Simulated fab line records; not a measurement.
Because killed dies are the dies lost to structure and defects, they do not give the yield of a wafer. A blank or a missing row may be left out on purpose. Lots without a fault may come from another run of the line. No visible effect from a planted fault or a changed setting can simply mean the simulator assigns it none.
Problem report, 8D (eight disciplines) form, completed by code | flow nand harc | the parts of the form that need people (team, actions taken, sign-off) are left out

1. THE ISSUE
At NHARC_THIN_TSV_ETCH_44, oes product au averages 0.857 a.u. over 2 wafers from 2 lots, while fault-free wafers read 1.000 a.u., standard deviation 0.009. Measured from the usual mean, that is -16 standard deviations.
The step: etches the open film in CF4/O2, target depth 1594.2 nm, time 797.1 s.
Earliest sighting: wafer L700.3 on rie diel-07 at day 30 00:33. Wafers with a number at this step in the record: 18, from 6 lots. The rule behind "out" and "out of limits": a value lying over 4 standard deviations away from the usual mean. The rest of the wafers with a number are treated as sound.

2. WHAT IT IS, WHAT IT ISN'T
question                    | is                | is not
which readings at this step | oes product au    | drypump motor current A, rf vpp V, showerhead plenum p Torr, throttle valve pct
which lots                  | L700, L703        | L696, L699, L709, L710
which wafers of those lots  | L700.3, L703.2    | L700.5, L700.6, L703.3, L703.4
read on which tools         | rie diel-07       | rie diel-05
when                        | from day 30 00:33 | up to then (8 sound wafers); but 8 sound wafers of L703, L709, L710 came after

3. SUSPECTS, AND WHAT RULES EACH OUT
Counting: any tool at a process step up to the reading remains a suspect provided it ran every lot that is out. Sound lots after the first of them don't rule it out here, since some wafers of a struck lot are sound.
- rie diel-07 at NHARC_THIN_TSV_DESCUM_14 (chemistry O2, time 3 s): kept. Every lot that is out went through it, the first being L700 (day 30 00:21); the last sound lot it ran before that was L699 (day 29 16:36).
- rie diel-07 at NHARC_THIN_TSV_ETCH_44 (etches the open film in CF4/O2, target depth 1594.2 nm, time 797.1 s): kept. Every lot that is out went through it, the first being L700 (day 30 00:33); the last sound lot it ran before that was L699 (day 29 16:41). Its own oes product au readings are out on those wafers.
- In rie diel-07 at NHARC_THIN_TSV_ETCH_44, the wafers that are out were processed in chamber 3 and their sound lot-mates in chambers 0, 1, 2.
Left after counting: rie diel-07 at NHARC_THIN_TSV_DESCUM_14, rie diel-07 at NHARC_THIN_TSV_ETCH_44.

4. THE CAUSE (what the simulator had put in)
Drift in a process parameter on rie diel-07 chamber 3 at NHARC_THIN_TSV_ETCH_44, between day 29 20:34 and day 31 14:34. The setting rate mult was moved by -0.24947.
Counting left 2 suspects, and this tool is among them.

5. THE EFFECT CHAIN, in route order
One row per reading whose mean, taken over the struck wafers that have a number, lies over 3 standard deviations from the usual. Only readings for which the record gives a usual standard deviation are gone through. hours: the time from each lot's start at the first step in this table that gives one to its start at this step, as a median over the lots. sigmas: the change in usual standard deviations.
hours | step                   | reading        | usual      | on struck wafers | change | sigmas
0     | NHARC_THIN_TSV_ETCH_44 | oes product au | 1.000 a.u. | 0.857            | -0.143 | -16
Process steps it contains:
- NHARC_THIN_TSV_ETCH_44: etches the open film in CF4/O2, target depth 1594.2 nm, time 797.1 s.

6. HOW IT WOULD HAVE BEEN CAUGHT EARLIER
In this record no reading fell out of limits until day 30 00:33, 4 hours after the fault had begun at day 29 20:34.
